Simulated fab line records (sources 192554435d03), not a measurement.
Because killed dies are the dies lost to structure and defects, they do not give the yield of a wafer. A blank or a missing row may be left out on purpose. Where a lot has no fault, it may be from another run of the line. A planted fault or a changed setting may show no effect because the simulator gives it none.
fab line records    flow n5_finfet    part 2 of 2: steps 4 to 6 of 6
[record] lots = 23  wafers = 69  last_day = 18
route steps=1938 shown BEOL_M11@1556
lots that met no fault: from a run of the same line without faults
start_h: hours from the record's first day to the start of the lot's first wafer shown    wait_h: hours since the lot's step before    " identical to the entry in the row above    L1.1+2: a single row standing in for several wafers    - either no value or no given start    * or withheld: withheld    < > ~ a bound
route shown NAME@n: a module of which the file shows steps, and the number in the route of the first    usual: average and standard deviation across the fault-free wafers    same: alike in all rows    chamber/n: place in a boat    sites: each site's reading    _std_site: how widely they spread, as a standard deviation    _edge_site: outer sites' mean less inner sites'    radius_mm: how far each site lies from the wafer's centre    mask NAME#n: copy n    behind: the last tool/chamber to shape the wafer    hold: cause of the lot's hold/its duration in hours/its outcome    device: which transistor (n, p or np) failed to switch    end of line: tests of these same wafers at the route's end    a step with no rows: only its recipe    killed: the dies lost at the first sort to structure and to defects; this is not the yield of the wafer    map: dies across one wafer; x = killed, . = not, _ = none there
set.NAME: the setting that was run; set.NAME@STEP: the one run at that earlier step    model.NAME: the simulator's own value behind a step, which no gauge read
steps of the route over a sample of lots; a table a step, a row a wafer
services: a tool's chamber out of use, with start hour (start_h, from the record's first day; less than 0 if before it), hours out, and reason
[[steps]]
[step N5_BEOL_M11_DESCUM_33]
[recipe] chemistry = O2  time_s = 7.9  source_power_w = 50  bias_power_w = 20  pressure_mtorr = 20  rf_frequency_hz = 2.712e+07  temp_c = 40  resist = CAR-ArF  o2_flow_sccm = 225
[usual] chamber_pressure_mTorr = 20.001/0.017  drypump_motor_current_A = 5.5/0.43  oes_product_au = 0.77/0.079  rf_vpp_V = 243.1/1.3  showerhead_plenum_p_Torr = 2.09/0.064  throttle_valve_pct = 20.41/0.16
lot.wafer  tool         chamber  start_h  wait_h  chamber_pressure_mTorr  drypump_motor_current_A  oes_product_au  rf_hours_counter_h  rf_vpp_V  showerhead_plenum_p_Torr  throttle_valve_pct
L074.3     rie_diel-04  3        228.90   0.0     20.036                  5.2                      0.72            181                 245.1     2.17                      20.65
L074.4     "            0        "        "       20.008                  5.7                      0.74            182                 244.1     2.08                      20.49
L074.6     "            1        "        "       20.015                  4.8                      0.85            -                   244.3     2.21                      20.46
L075.2     rie_diel-05  0        231.95   0.3     19.998                  4.7                      0.69            237                 245.2     2.16                      20.59
L075.4     "            3        "        "       20.010                  5.8                      0.73            159                 244.1     2.09                      20.52
L075.5     "            3        "        "       19.999                  5.8                      0.73            -                   242.4     2.10                      20.52
L076.1     rie_diel-04  3        239.86   0.0     20.018                  5.3                      0.71            184                 245.0     2.17                      20.65
L076.4     "            0        "        "       19.998                  5.6                      0.74            185                 243.5     2.08                      20.50
L076.6     "            3        "        "       19.990                  5.2                      0.70            -                   244.1     2.17                      20.66
L078.1     rie_diel-05  1        242.49   0.0     20.026                  5.8                      0.72            185                 242.1     2.00                      20.28
L078.4     "            3        "        "       20.017                  5.8                      0.74            163                 242.8     2.09                      20.53
L078.6     "            0        "        "       19.995                  4.8                      0.69            -                   244.2     2.15                      20.60
L079.1     rie_diel-04  1        265.10   0.2     19.971                  4.9                      0.83            81                  245.6     2.20                      20.49
L079.5     "            3        "        "       20.005                  5.2                      0.70            -                   243.0     2.17                      20.67
L079.6     "            2        "        "       20.003                  5.3                      0.89            -                   241.8     2.04                      20.10
L080.1     rie_diel-05  3        278.13   0.0     19.968                  5.8                      0.72            172                 243.0     2.09                      20.52
L080.3     "            2        "        "       20.010                  6.1                      0.74            168                 243.8     2.09                      20.40
L080.4     "            0        "        "       20.023                  4.8                      0.68            250                 245.0     2.15                      20.59
L081.2     rie_diel-04  1        282.05   0.0     19.994                  4.9                      0.83            84                  245.7     2.20                      20.48
L081.3     "            0        "        "       19.975                  5.6                      0.73            195                 241.4     2.08                      20.50
L081.4     "            2        "        "       19.982                  5.3                      0.88            46                  240.3     2.04                      20.09
L084.3     rie_diel-03  1        310.89   0.2     20.024                  5.2                      0.68            245                 244.2     2.14                      20.58
L084.5     "            2        "        "       20.011                  5.4                      0.86            -                   243.3     2.04                      20.42
L084.6     "            3        "        "       20.016                  6.2                      0.78            -                   242.0     2.02                      20.40
L087.3     rie_diel-03  2        313.31   0.0     20.024                  5.4                      0.86            54                  242.8     2.04                      20.42
L087.4     "            1        "        "       19.996                  5.2                      0.68            246                 244.3     2.14                      20.58
L087.6     "            1        "        "       20.032                  5.3                      0.68            -                   243.6     2.14                      20.57
L083.2     rie_diel-04  2        314.84   0.0     20.001                  5.3                      0.87            55                  241.9     2.03                      20.10
L083.5     "            1        "        "       20.003                  4.9                      0.82            -                   243.9     2.20                      20.48
L083.6     "            3        "        "       19.977                  5.3                      0.69            -                   244.6     2.16                      20.68
L082.4     rie_diel-05  3        317.34   0.0     20.013                  5.8                      0.72            184                 242.8     2.09                      20.55
L082.5     "            0        "        "       20.003                  4.8                      0.94            -                   244.5     2.15                      20.27
L082.6     "            3        "        "       20.018                  5.8                      0.71            -                   243.9     2.09                      20.54
L086.4     rie_diel-04  0        319.72   0.0     19.991                  5.6                      0.72            204                 243.0     2.07                      20.52
L086.5     "            0        "        "       20.004                  5.6                      0.72            -                   244.3     2.07                      20.50
L086.6     "            3        "        "       20.005                  5.2                      0.70            -                   243.4     2.16                      20.69
L085.2     rie_diel-03  2        324.55   0.0     19.984                  5.4                      0.86            58                  243.3     2.04                      20.42
L085.3     "            3        "        "       20.008                  6.2                      0.78            111                 241.5     2.01                      20.41
L085.6     "            2        "        "       19.979                  5.4                      0.87            -                   242.6     2.04                      20.43
L088.1     rie_diel-04  3        328.16   0.2     19.995                  5.3                      0.70            208                 244.2     2.16                      20.71
L088.2     "            2        "        "       20.002                  5.3                      0.85            59                  243.0     2.03                      20.13
L088.4     "            1        "        "       19.987                  4.9                      0.81            98                  243.7     2.20                      20.50
L089.1     rie_diel-05  3        343.41   0.0     20.029                  5.9                      0.70            191                 243.0     2.08                      20.55
L089.4     "            1        "        "       19.996                  5.8                      0.70            214                 242.3     1.99                      20.34
L089.6     "            2        "        "       20.015                  6.1                      0.74            -                   243.8     2.08                      20.42
L090.1     rie_diel-03  1        353.22   0.3     20.007                  5.2                      0.95            5                   243.7     2.14                      20.22
L090.3     "            0        "        "       20.022                  5.6                      0.71            230                 244.8     2.06                      20.35
L090.6     "            2        "        "       19.981                  5.4                      0.84            -                   240.5     2.04                      20.43
L091.1     rie_diel-05  3        353.99   0.9     20.001                  5.9                      0.70            194                 242.6     2.08                      20.57
L091.2     "            0        "        "       20.007                  4.8                      0.92            15                  243.3     2.15                      20.30
L091.3     "            1        "        "       19.994                  5.8                      0.70            218                 241.5     1.99                      20.34
L092.4     rie_diel-04  2        356.66   0.0     19.978                  5.3                      0.84            67                  243.4     2.03                      20.14
L092.5     "            2        "        "       19.992                  5.3                      0.85            -                   242.4     2.03                      20.13
L092.6     "            1        "        "       20.002                  4.9                      0.81            -                   245.4     2.19                      20.52
L094.2     rie_diel-05  3        356.83   0.0     20.019                  5.8                      0.70            195                 241.9     2.08                      20.56
L094.5     "            2        "        "       20.002                  6.1                      0.73            -                   244.2     2.08                      20.44
L094.6     "            1        "        "       20.020                  5.8                      0.70            -                   241.2     1.99                      20.35
L093.1     rie_diel-03  0        357.39   0.4     19.993                  5.6                      0.71            232                 241.0     2.06                      20.36
L093.2     "            1        "        "       19.992                  5.2                      0.94            7                   244.1     2.14                      20.24
L093.4     "            2        "        "       20.004                  5.4                      0.84            72                  241.5     2.04                      20.45
L095.2     rie_diel-04  3        364.07   0.3     20.008                  5.3                      0.68            219                 244.8     2.16                      20.71
L095.4     "            2        "        "       19.993                  5.3                      0.85            69                  241.5     2.03                      20.13
L095.6     "            2        "        "       20.002                  5.3                      0.85            -                   241.2     2.03                      20.13
L096.1     rie_diel-05  3        369.73   0.1     19.983                  5.8                      0.69            199                 242.4     2.08                      20.57
L096.2     "            1        "        "       19.981                  5.8                      0.69            223                 240.7     1.98                      20.32
L096.3     "            0        "        "       20.008                  4.8                      0.90            20                  243.6     2.14                      20.31
L097.1     rie_diel-03  2        387.61   0.9     20.016                  5.4                      0.83            82                  242.8     2.03                      20.45
L097.2     "            3        "        "       20.001                  6.2                      0.75            134                 241.4     2.01                      20.46
L097.5     "            1        "        "       19.995                  5.3                      0.91            -                   245.2     2.14                      20.25
[step N5_BEOL_M11_CURE_72]
[recipe] temp_c = 370  time_s = 120  ambient = DMADMS/He  material = SiCOH_lowk
[usual] lamp_power_pct = 52.31/0.052  wafer_temp_C_max = 371.8/0.67
lot.wafer  tool        chamber  start_h  wait_h  lamp_power_pct  wafer_temp_C_max
L074.3     uv_cure-03  0        229.94   0.4     52.34           373.0
L074.4     "           0        "        "       52.27           372.4
L074.6     "           0        "        "       52.35           372.6
L075.2     uv_cure-03  0        232.69   0.1     52.29           372.6
L075.4     "           0        "        "       52.38           371.9
L075.5     "           0        "        "       52.27           372.4
L076.1     uv_cure-03  2        240.57   0.0     52.26           373.1
L076.4     "           2        "        "       52.21           372.6
L076.6     "           2        "        "       52.30           372.6
L078.1     uv_cure-01  2        243.20   0.0     52.38           371.0
L078.4     "           2        "        "       52.27           371.1
L078.6     "           2        "        "       52.31           371.3
L079.1     uv_cure-03  0        265.85   0.1     52.32           372.4
L079.5     "           0        "        "       52.25           371.9
L079.6     "           0        "        "       52.29           372.0
L080.1     uv_cure-01  2        278.82   0.0     52.33           371.0
L080.3     "           2        "        "       52.27           371.3
L080.4     "           2        "        "       52.26           371.1
L081.2     uv_cure-02  0        282.79   0.1     52.30           371.8
L081.3     "           0        "        "       52.30           372.1
L081.4     "           0        "        "       52.29           371.6
L084.3     uv_cure-02  2        311.68   0.1     52.31           370.8
L084.5     "           2        "        "       52.33           371.1
L084.6     "           2        "        "       52.32           371.2
L087.3     uv_cure-03  1        314.11   0.1     52.36           370.6
L087.4     "           1        "        "       52.37           371.1
L087.6     "           1        "        "       52.26           371.1
L083.2     uv_cure-01  0        315.57   0.1     52.25           372.0
L083.5     "           0        "        "       52.32           371.6
L083.6     "           0        "        "       52.19           371.5
L082.4     uv_cure-02  2        318.33   0.3     52.32           371.0
L082.5     "           2        "        "       52.30           371.4
L082.6     "           2        "        "       52.34           370.9
L086.4     uv_cure-03  2        320.56   0.2     52.26           372.2
L086.5     "           2        "        "       52.36           372.0
L086.6     "           2        "        "       52.27           371.7
L085.2     uv_cure-02  1        325.58   0.4     52.25           372.3
L085.3     "           1        "        "       52.25           372.8
L085.6     "           1        "        "       52.33           372.2
L088.1     uv_cure-03  2        328.85   0.0     52.25           371.7
L088.2     "           2        "        "       52.37           371.3
L088.4     "           2        "        "       52.33           371.7
L089.1     uv_cure-01  0        344.10   0.0     52.28           372.1
L089.4     "           0        "        "       52.28           371.3
L089.6     "           0        "        "       52.35           371.8
L091.1     uv_cure-03  1        354.78   0.0     52.32           371.1
L091.2     "           1        "        "       52.41           370.9
L091.3     "           1        "        "       52.24           371.3
L090.1     uv_cure-02  1        355.06   0.0     52.33           372.4
L090.3     "           1        "        "       52.25           371.9
L090.6     "           1        "        "       52.33           372.6
L092.4     uv_cure-03  0        357.51   0.2     52.30           372.0
L092.5     "           0        "        "       52.36           372.6
L092.6     "           0        "        "       52.29           373.8
L094.2     uv_cure-03  2        357.71   0.1     52.36           373.4
L094.5     "           2        "        "       52.35           372.1
L094.6     "           2        "        "       52.34           371.9
L093.1     uv_cure-03  0        358.08   0.0     52.25           371.3
L093.2     "           0        "        "       52.27           372.5
L093.4     "           0        "        "       52.45           371.9
L095.2     uv_cure-02  2        364.81   0.1     52.32           370.8
L095.4     "           2        "        "       52.29           370.7
L095.6     "           2        "        "       52.32           370.7
L096.1     uv_cure-01  2        370.51   0.0     52.28           371.5
L096.2     "           2        "        "       52.37           371.4
L096.3     "           2        "        "       52.37           371.2
L097.1     uv_cure-03  1        388.30   0.0     52.25           371.1
L097.2     "           1        "        "       52.31           371.6
L097.5     "           1        "        "       52.29           371.0
[step N5_BEOL_M11_SPUTTER_48]
[recipe] material = Cu  target_thk_a = 120  temp_c = -20  bias_v = 60  power_w = 26000  chamber_pressure_pa = 0.13  time_s = 2
[usual] cathode_dc_power_W = 26000/4.9  throttle_valve_pct = 29.9/1.1
lot.wafer  tool            chamber  start_h  wait_h  cathode_dc_power_W  throttle_valve_pct
L074.3     pvd_sputter-02  -        231.27   0.2     26002               30.9
L074.4     "               -        "        "       26001               29.5
L074.6     "               -        "        "       26006               29.2
L075.2     pvd_sputter-03  -        235.98   0.4     26006               32.0
L075.4     "               -        "        "       25996               30.8
L075.5     "               -        "        "       26001               28.8
L076.1     pvd_sputter-02  -        242.09   0.4     26001               30.7
L076.4     "               -        "        "       25998               29.7
L076.6     "               -        "        "       26007               29.4
L078.1     pvd_sputter-02  -        246.05   0.1     25992               29.5
L078.4     "               -        "        "       26001               29.5
L078.6     "               -        "        "       25988               30.7
L079.1     pvd_sputter-02  -        266.84   0.1     26006               29.3
L079.5     "               -        "        "       25991               30.8
L079.6     "               -        "        "       25994               29.3
L080.1     pvd_sputter-02  -        280.15   0.1     25994               29.5
L080.3     "               -        "        "       25997               29.1
L080.4     "               -        "        "       25994               30.5
L081.2     pvd_sputter-02  -        284.04   0.3     25999               29.4
L081.3     "               -        "        "       26000               29.7
L081.4     "               -        "        "       26004               29.6
L084.3     pvd_sputter-01  -        312.67   0.1     26004               31.1
L084.5     "               -        "        "       26004               31.2
L084.6     "               -        "        "       25997               30.2
L087.3     pvd_sputter-02  -        315.09   0.1     26013               29.4
L087.4     "               -        "        "       25996               29.3
L087.6     "               -        "        "       25996               30.7
L083.2     pvd_sputter-03  -        318.48   0.1     25993               28.3
L083.5     "               -        "        "       26005               30.5
L083.6     "               -        "        "       25998               28.0
L082.4     pvd_sputter-03  -        319.36   0.1     26001               32.0
L082.5     "               -        "        "       25998               28.2
L082.6     "               -        "        "       26000               30.7
L086.4     pvd_sputter-03  -        322.74   0.1     26005               28.2
L086.5     "               -        "        "       25996               31.9
L086.6     "               -        "        "       26004               30.6
L085.2     pvd_sputter-03  -        328.28   0.5     25999               28.1
L085.3     "               -        "        "       25996               30.9
L085.6     "               -        "        "       25991               30.7
L088.1     pvd_sputter-02  -        330.34   0.2     25997               29.3
L088.2     "               -        "        "       26002               29.2
L088.4     "               -        "        "       26004               29.7
L089.1     pvd_sputter-02  -        345.40   0.2     26004               29.2
L089.4     "               -        "        "       25993               29.3
L089.6     "               -        "        "       25995               29.4
L091.1     pvd_sputter-01  -        357.49   0.1     26006               31.3
L091.2     "               -        "        "       26003               30.1
L091.3     "               -        "        "       25998               31.0
L090.1     pvd_sputter-01  -        357.85   0.1     26004               29.9
L090.3     "               -        "        "       26003               30.9
L090.6     "               -        "        "       26005               30.1
L092.4     pvd_sputter-01  -        358.38   0.1     25994               29.0
L092.5     "               -        "        "       25994               31.1
L092.6     "               -        "        "       25995               31.2
L094.2     pvd_sputter-03  -        358.86   0.3     26001               30.9
L094.5     "               -        "        "       26006               27.8
L094.6     "               -        "        "       25997               30.6
L093.1     pvd_sputter-01  -        360.78   0.2     26000               31.0
L093.2     "               -        "        "       26008               31.3
L093.4     "               -        "        "       26000               29.1
L095.2     pvd_sputter-02  -        366.12   0.1     26003               29.7
L095.4     "               -        "        "       26002               30.3
L095.6     "               -        "        "       26011               29.6
L096.1     pvd_sputter-03  -        371.80   0.1     25996               32.2
L096.2     "               -        "        "       26007               30.8
L096.3     "               -        "        "       26003               28.1
L097.1     pvd_sputter-02  -        394.12   0.1     25998               29.5
L097.2     "               -        "        "       26003               30.6
L097.5     "               -        "        "       26002               29.4
[[services]]
tool         chamber  start_h  hours  kind
rie_diel-04  0        208.33   7.4    repair
uv_cure-02   -        209.99   3.4    pm
uv_cure-02   -        225.97   5.9    repair
uv_cure-01   -        226.51   9.2    pm
rie_diel-03  3        260.74   9.0    repair
rie_diel-05  -        265.48   2.8    pm
rie_diel-05  0        278.99   -      clean
rie_diel-05  0        278.99   -      consumable_replace:focus_ring
rie_diel-05  0        278.99   22.2   scheduled_down
rie_diel-05  0        278.99   22.2   vent_cycle
uv_cure-02   -        300.70   7.5    pm
uv_cure-01   -        304.24   7.5    pm
rie_diel-04  0        312.76   5.1    repair
rie_diel-03  1        323.78   -      clean
rie_diel-03  1        323.78   -      consumable_replace:focus_ring
rie_diel-03  1        323.78   14.6   scheduled_down
rie_diel-03  1        323.78   14.6   vent_cycle
uv_cure-02   -        336.49   1.0    pm
rie_diel-03  0        340.47   4.7    repair
uv_cure-02   -        388.85   1.1    repair
